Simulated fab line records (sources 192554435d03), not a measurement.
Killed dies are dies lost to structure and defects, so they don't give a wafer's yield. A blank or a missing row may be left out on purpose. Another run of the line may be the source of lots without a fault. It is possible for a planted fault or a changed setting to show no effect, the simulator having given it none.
fab line records ; flow n5-finfet
[record] lots = 6; wafers = 18; last-day = 17
route steps=1938 shown BEOL_M11@1548 PASSIVATION@1936
lots that met no fault: from a run of the same line without faults
start-h: hours from the record's first day to the start of the lot's first wafer shown ; wait-h: hours elapsed since this lot's preceding step ; " repeats the value in the row above ; L1.1+2: a single row standing in for several wafers ; - either no value or no given start ; * or withheld: withheld ; < > ~ a bound
route shown NAME@n: a module of which the file shows steps, and the number in the route of the first ; usual: mean/standard deviation taken from wafers without a fault ; same: alike in all rows ; chamber/n: place in a boat ; sites: readings site by site ; _std_site: standard deviation of those values ; _edge_site: inner sites' mean taken away from outer sites' mean ; radius-mm: how far each site lies from the wafer's centre ; mask NAME#n: copy n ; behind: the most recent tool/chamber to have shaped the wafer ; hold: why the lot went on hold/how many hours it stayed there/how the hold came to an end ; device: names the non-switching transistor (n, p or np) ; end of line: at the end of the route, the tests of the same wafers ; a step given without rows: its recipe and nothing more ; killed: at the first sort, the dies lost to defects and structure; wafer yield is something else ; map: dies across one wafer; x = killed, . = not, _ = none there
set.NAME: the setting that was run; set.NAME@STEP: the one run at that earlier step ; model.NAME: the simulator's own value behind a step, which no gauge read
lots at some steps of the route; a table a step, a row a wafer
services: from which hour (start-h, from the record's first day; less than 0 if before it) a tool's chamber was out of use, for how many hours, and why
[[steps]]
[step N5_BEOL_M11_DEVELOP_10]
[recipe] develop-time-s = 30; developer = TMAH; resist = CAR-ArF; rinse-liquid = diw; dry = air-spin; dev-temp-c = 23
[step N5_BEOL_M11_CD_MEAS_11]
[recipe] target-cd-nm = 64.1; landing-energy-ev = 500; detector = se-inlens; polarity = opening
[usual] cd-nm = 64.4/0.64
lot.wafer;tool;chamber;start-h;wait-h;cd-nm
L197.1;cd-sem-02;0;219.05;-;64.7
L197.5;cd-sem-02;0;219.05;-;64.4
L197.6;cd-sem-02;0;219.05;-;63.8
L198.2;cd-sem-01;0;230.88;-;64.6
L198.3;cd-sem-01;0;230.88;-;64.5
L198.6;cd-sem-01;0;230.88;-;65.9
L201.2;cd-sem-01;0;249.14;-;64.5
L201.3;cd-sem-01;0;249.14;-;64.6
L201.4;cd-sem-01;0;249.14;-;64.3
L214.3;cd-sem-02;0;327.59;-;64.8
L214.4;cd-sem-02;0;327.59;-;64.5
L214.5;cd-sem-02;0;327.59;-;64.4
L216.1;cd-sem-01;0;347.07;-;64.0
L216.3;cd-sem-01;0;347.07;-;63.9
L216.6;cd-sem-01;0;347.07;-;64.7
L220.3;cd-sem-02;0;359.99;-;64.6
L220.4;cd-sem-02;0;359.99;-;64.1
L220.5;cd-sem-02;0;359.99;-;65.3
[step N5_BEOL_M11_OVL_MEAS_12]
[recipe] points-per-wafer = 44
[usual] M11_OVL = -0.2/0.7
[same] points-per-wafer = 44
lot.wafer;tool;chamber;start-h;wait-h;M11_OVL[nm]
L197.1;overlay-01;0;219.08;0.0;0.2
L197.5;overlay-01;0;219.08;0.0;0.0
L197.6;overlay-01;0;219.08;0.0;-0.4
L198.2;overlay-01;0;230.92;0.0;0.1
L198.3;overlay-01;0;230.92;0.0;-1.5
L198.6;overlay-01;0;230.92;0.0;-0.6
L201.2;overlay-01;0;249.17;0.0;0.0
L201.3;overlay-01;0;249.17;0.0;-0.3
L201.4;overlay-01;0;249.17;0.0;0.2
L214.3;overlay-01;0;327.62;0.0;-0.7
L214.4;overlay-01;0;327.62;0.0;0.0
L214.5;overlay-01;0;327.62;0.0;-1.0
L216.1;overlay-02;0;347.10;0.0;0.5
L216.3;overlay-02;0;347.10;0.0;1.1
L216.6;overlay-02;0;347.10;0.0;-0.3
L220.3;overlay-02;0;360.05;0.1;-1.6
L220.4;overlay-02;0;360.05;0.1;-0.5
L220.5;overlay-02;0;360.05;0.1;-0.9
[step N5_BEOL_M11_INSPECT_13]
[recipe] mode = adi; inspect-instrument = brightfield
[usual] raw-defect-count = 443/110
lot.wafer;tool;chamber;start-h;wait-h;raw-defect-count
L197.1;defect-inspect-02;-;219.10;0.0;497
L197.5;defect-inspect-02;-;219.10;0.0;531
L197.6;defect-inspect-02;-;219.10;0.0;484
L198.2;defect-inspect-01;-;230.94;0.0;395
L198.3;defect-inspect-01;-;230.94;0.0;413
L198.6;defect-inspect-01;-;230.94;0.0;486
L201.2;defect-inspect-01;-;249.20;0.0;446
L201.3;defect-inspect-01;-;249.20;0.0;823
L201.4;defect-inspect-01;-;249.20;0.0;598
L214.3;defect-inspect-01;-;327.64;0.0;339
L214.4;defect-inspect-01;-;327.64;0.0;294
L214.5;defect-inspect-01;-;327.64;0.0;330
L216.1;defect-inspect-01;-;347.12;0.0;390
L216.3;defect-inspect-01;-;347.12;0.0;357
L216.6;defect-inspect-01;-;347.12;0.0;413
L220.3;defect-inspect-02;-;360.07;0.0;386
L220.4;defect-inspect-02;-;360.07;0.0;430
L220.5;defect-inspect-02;-;360.07;0.0;386
[step N5_BEOL_M11_DESCUM_16]
[recipe] chemistry = O2; time-s = 7.9; source-power-w = 50; bias-power-w = 20; pressure-mtorr = 20; rf-frequency-hz = 2.712e+07; temp-c = 40; resist = CAR-ArF; o2-flow-sccm = 225
[usual] chamber-pressure-mTorr = 20.002/0.024; drypump-motor-current-A = 5.8/0.5; oes-product-au = 0.79/0.069; rf-vpp-V = 243.0/1; showerhead-plenum-p-Torr = 2.09/0.047; throttle-valve-pct = 20.39/0.24
lot.wafer;tool;chamber;start-h;wait-h;chamber-pressure-mTorr;drypump-motor-current-A;oes-product-au;rf-hours-counter-h;rf-vpp-V;showerhead-plenum-p-Torr;throttle-valve-pct
L197.1;rie-diel-05;0;219.18;0.1;19.988;5.8;0.71;233;243.5;2.04;20.26
L197.5;rie-diel-05;3;219.18;0.1;19.979;6.4;0.82;-;243.4;2.05;20.76
L197.6;rie-diel-05;0;219.18;0.1;20.004;5.8;0.72;-;242.7;2.04;20.27
L198.2;rie-diel-05;3;230.97;0.0;19.967;6.4;0.82;98;242.0;2.05;20.76
L198.3;rie-diel-05;0;230.97;0.0;20.008;5.8;0.72;237;244.3;2.04;20.31
L198.6;rie-diel-05;1;230.97;0.0;20.001;5.6;0.72;-;245.7;2.16;20.24
L201.2;rie-diel-03;0;249.30;0.1;19.997;5.3;0.81;99;241.3;2.04;20.51
L201.3;rie-diel-03;1;249.30;0.1;19.982;4.8;0.87;37;242.9;2.14;20.23
L201.4;rie-diel-03;3;249.30;0.1;20.006;6.6;0.80;109;243.6;2.12;20.31
L214.3;rie-diel-05;2;327.68;0.0;19.974;5.8;0.77;148;244.1;2.11;20.32
L214.4;rie-diel-05;0;327.68;0.0;20.014;5.8;0.94;10;243.4;2.03;19.92
L214.5;rie-diel-05;2;327.68;0.0;19.998;5.9;0.76;-;244.0;2.11;20.35
L216.1;rie-diel-03;1;347.16;0.0;20.013;4.8;0.83;69;243.9;2.13;20.27
L216.3;rie-diel-03;2;347.16;0.0;19.967;5.7;0.90;21;242.8;2.15;20.22
L216.6;rie-diel-03;3;347.16;0.0;20.006;6.7;0.77;-;241.9;2.11;20.33
L220.3;rie-diel-03;1;360.11;0.0;19.990;4.8;0.83;73;242.7;2.12;20.28
L220.4;rie-diel-03;3;360.11;0.0;19.991;6.7;0.76;138;243.3;2.11;20.34
L220.5;rie-diel-03;2;360.11;0.0;19.996;5.7;0.89;-;244.8;2.15;20.21
[step N5_BEOL_M11_ETCH_61]
[recipe] chemistry = CF4; target = SiARC; target-depth-a = 390; mask-material = CAR-ArF; time-s = 65; ion-energy-ev = 80; pressure-mtorr = 40; source-w = 545; bias-w = 36; Ar_flow_sccm = 100; cf4-flow-sccm = 100; ends = cleared
[usual] chamber-pressure-mTorr = 40.00/0.036; drypump-motor-current-A = 5.8/0.5; etch-rf-on-time-s = 64.5/1.4; oes-product-au = 0.67/0.061; rf-vpp-V = 184.0/0.95; showerhead-plenum-p-Torr = 2.13/0.046; throttle-valve-pct = 15.54/0.21
lot.wafer;tool;chamber;start-h;wait-h;chamber-pressure-mTorr;drypump-motor-current-A;etch-rf-on-time-s;oes-product-au;rf-hours-counter-h;rf-vpp-V;showerhead-plenum-p-Torr;throttle-valve-pct
L197.1;rie-diel-05;0;219.21;0.0;40.02;5.8;66.9;0.60;233;184.5;2.12;15.73
L197.5;rie-diel-05;3;219.21;0.0;39.99;6.4;64.3;0.70;-;184.2;2.10;15.83
L197.6;rie-diel-05;0;219.21;0.0;40.09;5.8;67.2;0.60;-;184.0;2.12;15.72
L198.2;rie-diel-05;3;231.01;0.0;39.97;6.4;64.4;0.68;98;182.8;2.10;15.82
L198.3;rie-diel-05;0;231.01;0.0;39.99;5.8;67.2;0.59;237;184.9;2.11;15.72
L198.6;rie-diel-05;1;231.01;0.0;40.05;5.6;64.7;0.62;-;184.8;2.20;15.47
L201.2;rie-diel-03;0;249.33;0.0;39.98;5.3;64.0;0.70;99;184.3;2.07;15.51
L201.3;rie-diel-03;1;249.33;0.0;40.00;4.8;63.4;0.75;37;183.7;2.18;15.44
L201.4;rie-diel-03;3;249.33;0.0;40.03;6.6;63.1;0.69;109;183.8;2.16;15.45
L214.3;rie-diel-05;2;327.71;0.0;40.06;5.9;63.5;0.65;148;183.5;2.15;15.51
L214.4;rie-diel-05;0;327.71;0.0;40.04;5.8;64.5;0.79;10;182.6;2.11;15.25
L214.5;rie-diel-05;2;327.71;0.0;39.97;5.9;63.9;0.66;-;183.8;2.15;15.51
L216.1;rie-diel-03;1;347.19;0.0;39.98;4.8;62.8;0.72;69;184.8;2.17;15.49
L216.3;rie-diel-03;2;347.19;0.0;40.02;5.7;65.7;0.77;21;185.6;2.19;15.32
L216.6;rie-diel-03;3;347.19;0.0;39.96;6.6;63.5;0.66;-;182.1;2.15;15.51
L220.3;rie-diel-03;1;360.14;0.0;39.99;4.7;63.4;0.70;73;184.8;2.17;15.51
L220.4;rie-diel-03;3;360.14;0.0;39.94;6.6;63.4;0.65;138;185.1;2.15;15.51
L220.5;rie-diel-03;2;360.14;0.0;40.01;5.8;64.8;0.76;-;184.4;2.19;15.34
[step N5_BEOL_M11_ETCH_62]
[recipe] chemistry = N2/H2; target = SOC; target-depth-a = 1100; overetch-a = 220; mask-material = SiARC; temp-c = 40; time-s = 165; ion-energy-ev = 200; pressure-mtorr = 30; source-w = 840; bias-w = 150; n2-flow-sccm = 200; h2-flow-sccm = 200
[usual] chamber-pressure-mTorr = 30.00/0.031; drypump-motor-current-A = 5.8/0.5; oes-product-au = 0.66/0.055; rf-vpp-V = 523.4/1.9; showerhead-plenum-p-Torr = 2.53/0.052; throttle-valve-pct = 17.78/0.26
lot.wafer;tool;chamber;start-h;wait-h;chamber-pressure-mTorr;drypump-motor-current-A;oes-product-au;rf-hours-counter-h;rf-vpp-V;showerhead-plenum-p-Torr;throttle-valve-pct
L197.1;rie-diel-05;0;219.26;0.0;30.03;5.9;0.60;233;523.3;2.50;17.93
L197.5;rie-diel-05;3;219.26;0.0;29.98;6.4;0.68;-;521.0;2.48;18.17
L197.6;rie-diel-05;0;219.26;0.0;30.06;5.9;0.61;-;523.4;2.50;17.95
L198.2;rie-diel-05;3;231.06;0.0;29.95;6.4;0.68;98;520.9;2.48;18.17
L198.3;rie-diel-05;0;231.06;0.0;29.95;5.9;0.60;237;524.6;2.50;17.94
L198.6;rie-diel-05;1;231.06;0.0;29.99;5.7;0.62;-;527.6;2.61;17.58
L201.2;rie-diel-03;0;249.38;0.0;30.04;5.3;0.69;99;521.5;2.46;17.83
L201.3;rie-diel-03;1;249.38;0.0;30.03;4.8;0.74;37;525.4;2.60;17.64
L201.4;rie-diel-03;3;249.38;0.0;30.05;6.6;0.66;109;524.6;2.56;17.69
L214.3;rie-diel-05;2;327.76;0.0;30.01;5.9;0.65;148;523.1;2.52;17.51
L214.4;rie-diel-05;0;327.76;0.0;29.99;5.9;0.78;10;522.2;2.49;17.54
L214.5;rie-diel-05;2;327.76;0.0;29.96;5.9;0.65;-;525.0;2.52;17.51
L216.1;rie-diel-03;1;347.24;0.0;30.02;4.8;0.70;69;524.6;2.59;17.70
L216.3;rie-diel-03;2;347.24;0.0;30.02;5.7;0.76;21;526.1;2.59;17.45
L216.6;rie-diel-03;3;347.24;0.0;29.92;6.6;0.65;-;525.0;2.55;17.74
L220.3;rie-diel-03;1;360.19;0.0;30.00;4.8;0.69;73;524.2;2.59;17.73
L220.4;rie-diel-03;3;360.19;0.0;29.95;6.6;0.65;138;524.5;2.55;17.73
L220.5;rie-diel-03;2;360.19;0.0;29.99;5.8;0.76;-;526.2;2.59;17.46
[step N5_BEOL_M11_STRIP_68]
[recipe] chemistry = N2/H2; temp-c = 40; n2-flow-sccm = 200; h2-flow-sccm = 200; rf-frequency-hz = 6e+07
[step N5_BEOL_M11_STRIP_67]
[recipe] chemistry = CF4; resist = SiARC; power-w = 300; bias-power-w = 75; pressure-mtorr = 50; cf4-flow-sccm = 150; rf-frequency-hz = 6e+07
[usual] chamber-pressure-mTorr = 50.00/0.049; drypump-motor-current-A = 5.8/0.5; oes-product-au = 0.78/0.065; rf-vpp-V = 270.9/1.2; showerhead-plenum-p-Torr = 1.79/0.044; throttle-valve-pct = 13.53/0.22
lot.wafer;tool;chamber;start-h;wait-h;chamber-pressure-mTorr;drypump-motor-current-A;oes-product-au;rf-hours-counter-h;rf-vpp-V;showerhead-plenum-p-Torr;throttle-valve-pct
L197.1;rie-diel-05;0;219.41;0.0;49.96;5.9;0.71;233;270.4;1.78;13.75
L197.5;rie-diel-05;3;219.41;0.0;49.98;6.4;0.81;-;268.5;1.76;13.74
L197.6;rie-diel-05;0;219.41;0.0;50.00;5.9;0.71;-;271.0;1.78;13.75
L198.2;rie-diel-05;3;231.21;0.0;49.94;6.4;0.80;98;269.7;1.76;13.76
L198.3;rie-diel-05;0;231.21;0.0;49.96;5.9;0.71;237;270.4;1.78;13.74
L198.6;rie-diel-05;1;231.21;0.0;50.03;5.6;0.72;-;272.1;1.85;13.49
L201.2;rie-diel-03;0;249.53;0.0;50.04;5.3;0.82;99;269.3;1.74;13.45
L201.3;rie-diel-03;1;249.53;0.0;50.03;4.7;0.86;37;273.3;1.83;13.42
L201.4;rie-diel-03;3;249.53;0.0;50.02;6.7;0.79;109;270.6;1.83;13.49
L214.3;rie-diel-05;2;327.91;0.0;50.07;5.9;0.76;148;272.0;1.81;13.53
L214.4;rie-diel-05;0;327.91;0.0;50.02;5.8;0.92;10;269.9;1.77;13.23
L214.5;rie-diel-05;2;327.91;0.0;50.03;5.9;0.77;-;270.5;1.81;13.53
L216.1;rie-diel-03;1;347.39;0.0;50.04;4.8;0.82;69;270.3;1.82;13.49
L216.3;rie-diel-03;2;347.39;0.0;49.97;5.7;0.90;21;271.3;1.84;13.31
L216.6;rie-diel-03;3;347.39;0.0;50.01;6.7;0.77;-;271.2;1.82;13.57
L220.3;rie-diel-03;1;360.34;0.0;49.98;4.8;0.82;73;272.1;1.82;13.48
L220.4;rie-diel-03;3;360.34;0.0;50.03;6.6;0.77;138;272.3;1.82;13.57
L220.5;rie-diel-03;2;360.34;0.0;50.09;5.7;0.89;-;273.1;1.84;13.29
[step N5_BEOL_M11_HM_OPEN_17]
[recipe] chemistry = Cl2/BCl3; target-depth-a = 200; overetch-a = 60; target = TiN; mask-material = SOC; ion-energy-ev = 150; pressure-mtorr = 10; icp-w = 1000; bias-w = 126; Cl2_flow_sccm = 53.25; bcl3-flow-sccm = 21.75; Ar_flow_sccm = 25
[step N5_BEOL_M11_STRIP_19]
[recipe] chemistry = O2; power-w = 400; temp-c = 40; pressure-mtorr = 30; rf-frequency-hz = 6e+07; bias-power-w = 0; overash-fraction = 0.2; o2-flow-sccm = 225
[usual] chamber-pressure-mTorr = 30.00/0.035; drypump-motor-current-A = 5.7/0.54; oes-product-au = 0.79/0.068; rf-vpp-V = 3.7/0.59; showerhead-plenum-p-Torr = 2.09/0.048; throttle-valve-pct = 16.65/0.25
[same] overash-fraction = 0.2
lot.wafer;tool;chamber;start-h;wait-h;chamber-pressure-mTorr;drypump-motor-current-A;oes-product-au;rf-hours-counter-h;rf-vpp-V;showerhead-plenum-p-Torr;throttle-valve-pct
L197.1;rie-diel-03;2;219.56;0.1;29.96;5.7;0.68;237;3.5;2.17;16.84
L197.5;rie-diel-03;1;219.56;0.1;29.96;4.8;0.88;-;3.7;2.14;16.49
L197.6;rie-diel-03;2;219.56;0.1;30.02;5.7;0.70;-;2.9;2.17;16.85
L198.2;rie-diel-02;1;231.53;0.3;30.04;5.7;0.78;106;3.5;2.02;16.54
L198.3;rie-diel-02;0;231.53;0.3;29.99;5.4;0.86;63;4.5;2.07;16.33
L198.6;rie-diel-02;1;231.53;0.3;30.01;5.7;0.80;-;4.6;2.02;16.54
L201.2;rie-diel-03;0;250.01;0.4;30.03;5.3;0.80;99;3.4;2.04;16.67
L201.3;rie-diel-03;3;250.01;0.4;30.00;6.6;0.80;109;4.2;2.12;16.53
L201.4;rie-diel-03;1;250.01;0.4;29.99;4.7;0.87;37;3.5;2.14;16.50
L214.3;rie-diel-05;1;328.06;0.1;30.02;5.6;0.70;211;3.7;2.15;16.58
L214.4;rie-diel-05;0;328.06;0.1;29.99;5.8;0.93;10;3.7;2.04;16.19
L214.5;rie-diel-05;0;328.06;0.1;29.97;5.8;0.94;-;4.6;2.04;16.18
L216.1;rie-diel-05;2;347.62;0.2;30.01;5.8;0.76;155;2.9;2.11;16.62
L216.3;rie-diel-05;3;347.62;0.2;30.05;6.4;0.78;136;3.4;2.04;16.99
L216.6;rie-diel-05;0;347.62;0.2;29.94;5.8;0.93;-;2.8;2.03;16.23
L220.3;rie-diel-03;0;360.49;0.1;30.02;5.3;0.77;138;3.2;2.03;16.76
L220.4;rie-diel-03;1;360.49;0.1;29.96;4.8;0.83;73;3.9;2.13;16.58
L220.5;rie-diel-03;2;360.49;0.1;30.01;5.7;0.89;-;4.7;2.16;16.43
[step N5_BEOL_M11_CD_MEAS_18]
[recipe] pitch-nm = 140; target-cd-nm = 70
[usual] cd-nm = 70.1/0.84
lot.wafer;tool;chamber;start-h;wait-h;cd-nm
L197.1;cd-sem-02;-;219.63;0.0;69.4
L197.5;cd-sem-02;-;219.63;0.0;69.9
L197.6;cd-sem-02;-;219.63;0.0;69.6
L198.2;cd-sem-03;-;231.60;0.1;70.2
L198.3;cd-sem-03;-;231.60;0.1;70.0
L198.6;cd-sem-03;-;231.60;0.1;70.8
L201.2;cd-sem-03;-;250.08;0.1;70.3
L201.3;cd-sem-03;-;250.08;0.1;69.3
L201.4;cd-sem-03;-;250.08;0.1;71.0
L214.3;cd-sem-03;-;328.13;0.1;70.9
L214.4;cd-sem-03;-;328.13;0.1;70.4
L214.5;cd-sem-03;-;328.13;0.1;70.4
L216.1;cd-sem-01;-;347.69;0.0;68.7
L216.3;cd-sem-01;-;347.69;0.0;69.5
L216.6;cd-sem-01;-;347.69;0.0;71.1
L220.3;cd-sem-02;-;360.56;0.1;69.6
L220.4;cd-sem-02;-;360.56;0.1;71.3
L220.5;cd-sem-02;-;360.56;0.1;71.1
[step N5_BEOL_M11_COAT_63]
[recipe] resist = SOC; temp-c = 250; time-s = 60; spin-rpm = 1500; resist-thk-nm = 100
[usual] heater-power-total-W = 500.6/1.8; plate-temp-C = 249.98/0.19
lot.wafer;tool;chamber;start-h;wait-h;heater-power-total-W;plate-temp-C
L197.1;litho-track-04;0;222.18;2.6;502.6;250.15
L197.5;litho-track-04;0;222.18;2.6;503.2;250.00
L197.6;litho-track-04;0;222.18;2.6;500.5;250.18
L198.2;litho-track-04;0;233.89;2.3;500.9;249.87
L198.3;litho-track-04;0;233.89;2.3;500.4;249.98
L198.6;litho-track-04;0;233.89;2.3;501.1;249.94
L201.2;litho-track-03;0;250.15;0.1;501.9;249.88
L201.3;litho-track-03;0;250.15;0.1;498.3;249.87
L201.4;litho-track-03;0;250.15;0.1;501.4;249.93
L214.3;litho-track-03;0;329.47;1.3;523.2;258.97
L214.4;litho-track-03;0;329.47;1.3;523.5;258.93
L214.5;litho-track-03;0;329.47;1.3;526.8;258.79
L216.1;litho-track-03;0;348.64;1.0;522.2;258.85
L216.3;litho-track-03;0;348.64;1.0;522.5;259.29
L216.6;litho-track-03;0;348.64;1.0;522.1;258.82
L220.3;litho-track-02;0;360.62;0.1;499.1;250.07
L220.4;litho-track-02;0;360.62;0.1;502.0;250.10
L220.5;litho-track-02;0;360.62;0.1;499.8;249.97
[step N5_BEOL_M11_COAT_64]
[recipe] resist = SiARC; temp-c = 220; time-s = 60; spin-rpm = 1500; resist-thk-nm = 30
[step N5_PASSIVATION_PROBE_49]
[usual] defect-limited-yield = 91.4/1.6; killed_at_M0_to_M3 = 35/10; killed_at_M4_up = 12/4.7; killed-at-contacts = 12/5.8; killed-at-front-end = 38/12; killed-at-other = 4/3.2; killed-dies = 102/18; killed-open = 68/14; killed-short = 32/8; sort_bin_5_function = 5.1/0.96; sort_bin_6_memory = 3.2/0.77; sort_bin_8_speed = 0.1/0.39; sort-n-pass = 1078/20; sort-yield-pct = 91.3/1.7
[same] gross-dies = 1180; killed-at-back-side = 0; sort_bin_4_leakage[%] = 0
lot.wafer;tool;chamber;start-h;wait-h;defect-limited-yield[%];killed_at_M0_to_M3;killed_at_M4_up;killed-at-contacts;killed-at-front-end;killed-at-other;killed-dies;killed-open;killed-short;sort_bin_5_function[%];sort_bin_6_memory[%];sort_bin_8_speed[%];sort-n-pass;sort-yield-pct[%]
L197.1;prober-01;-;264.07;0.0;90.9;43;8;8;41;7;107;76;30;5.4;3.3;0;1073;90.9
L197.5;prober-01;-;264.27;0.2;90.8;32;13;5;57;2;109;63;44;6.2;2.6;0;1071;90.8
L197.6;prober-01;-;264.32;0.3;91.2;30;5;3;62;4;104;67;33;4.8;3.8;0;1076;91.2
L214.3;prober-01;-;374.04;0.1;91.6;26;6;20;41;6;99;66;33;4.7;3.5;0;1081;91.6
L214.4;prober-01;-;374.09;0.2;93.6;26;4;1;33;11;75;44;31;3.1;2.9;0;1105;93.6
L214.5;prober-01;-;374.14;0.2;90.4;57;16;7;31;2;113;69;44;5.2;4.0;0;1067;90.4
// killed by level:class
L197.1 FIN_SAQP:geometric-particle:short=12 STI_FIN_REVEAL:geometric-particle:open=11 BEOL_M0_SAQP:geometric-particle:open=11 FIN_SAQP:geometric-particle:open=9 BEOL_M0_SAQP:geometric-particle:short=8 BEOL_M3:geometric-particle:open=8 BEOL_M1:geometric-particle:open=7 MOL_CONTACT_COAG:geometric-particle:open=7
L197.5 FIN_SAQP:geometric-particle:open=14 FIN_SAQP:geometric-particle:short=12 DUMMY_GATE:geometric-particle:open=8 BEOL_M0_SAQP:geometric-particle:open=8 BEOL_M0_SAQP:geometric-particle:short=8 STI_FIN_REVEAL:geometric-particle:open=7 BEOL_M1:geometric-particle:open=5 BEOL_M4:geometric-particle:open=5
L197.6 FIN_SAQP:geometric-particle:short=16 FIN_SAQP:geometric-particle:open=14 STI_FIN_REVEAL:geometric-particle:open=11 BEOL_M2:geometric-particle:open=10 DUMMY_GATE:geometric-particle:open=6 BEOL_M1:geometric-particle:open=6 BEOL_M0_SAQP:geometric-particle:short=5 BEOL_M0_SAQP:geometric-particle:open=5
L214.3 MOL_CONTACT_COAG:geometric-particle:open=18 STI_FIN_REVEAL:geometric-particle:open=10 BEOL_M0_SAQP:geometric-particle:short=10 FIN_SAQP:geometric-particle:open=9 STI_FIN_REVEAL:geometric-particle:short=6 BEOL_M0_SAQP:geometric-particle:open=6 FIN_SAQP:geometric-particle:short=3 GATE_CUT:geometric-particle:short=3
L214.4 STI_FIN_REVEAL:geometric-particle:open=12 FIN_SAQP:geometric-particle:open=7 BEOL_M0_SAQP:geometric-particle:short=7 FIN_SAQP:geometric-particle:short=5 BEOL_M1:geometric-particle:open=5 PASS1_CAP:geometric-particle:short=5 BEOL_M0_SAQP:geometric-particle:open=4 STI_FIN_REVEAL:geometric-particle:short=3
L214.5 BEOL_M0_SAQP:geometric-particle:open=12 BEOL_M0_SAQP:geometric-particle:short=12 BEOL_M1:geometric-particle:open=11 FIN_SAQP:geometric-particle:open=6 BEOL_M2:geometric-particle:open=6 FIN_SAQP:geometric-particle:short=5 BEOL_M1:geometric-particle:short=5 GATE_CUT:geometric-particle:short=4
[[services]]
tool;chamber;start-h;hours;kind
rie-diel-02;-;249.58;2.8;pm
rie-diel-03;2;261.75;-;clean
rie-diel-03;2;261.75;-;consumable-replace:focus-ring
rie-diel-03;2;261.75;24.2;scheduled-down
rie-diel-03;2;261.75;24.2;vent-cycle
rie-diel-05;0;269.66;-;clean
rie-diel-05;0;269.66;-;consumable-replace:focus-ring
rie-diel-05;0;269.66;24.8;scheduled-down
rie-diel-05;0;269.66;24.8;vent-cycle
rie-diel-05;2;348.81;20.3;repair
[[key]]
[first-sign] step = N5_BEOL_M11_COAT_63; reading = plate-temp-C; direction = up; sigmas = 47; usual = *; struck = *
[effect] step = N5_BEOL_M11_COAT_63; reading = heater-power-total-W; direction = up; sigmas = 13; usual = *; struck = *
met-at N5_BEOL_M11_COAT_63
struck-wafers L214.3,L214.4,L214.5,L216.1,L216.3,L216.6
onset-between 250.15 329.47
[fault] kind = process-parameter-drift; tool = litho-track-03; chamber = -; onset-h = 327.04; steps = N5_BEOL_M11_COAT_63; channel = temp-c; offset = *; shape = step; end-h = 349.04; acts-in = *; stated = *
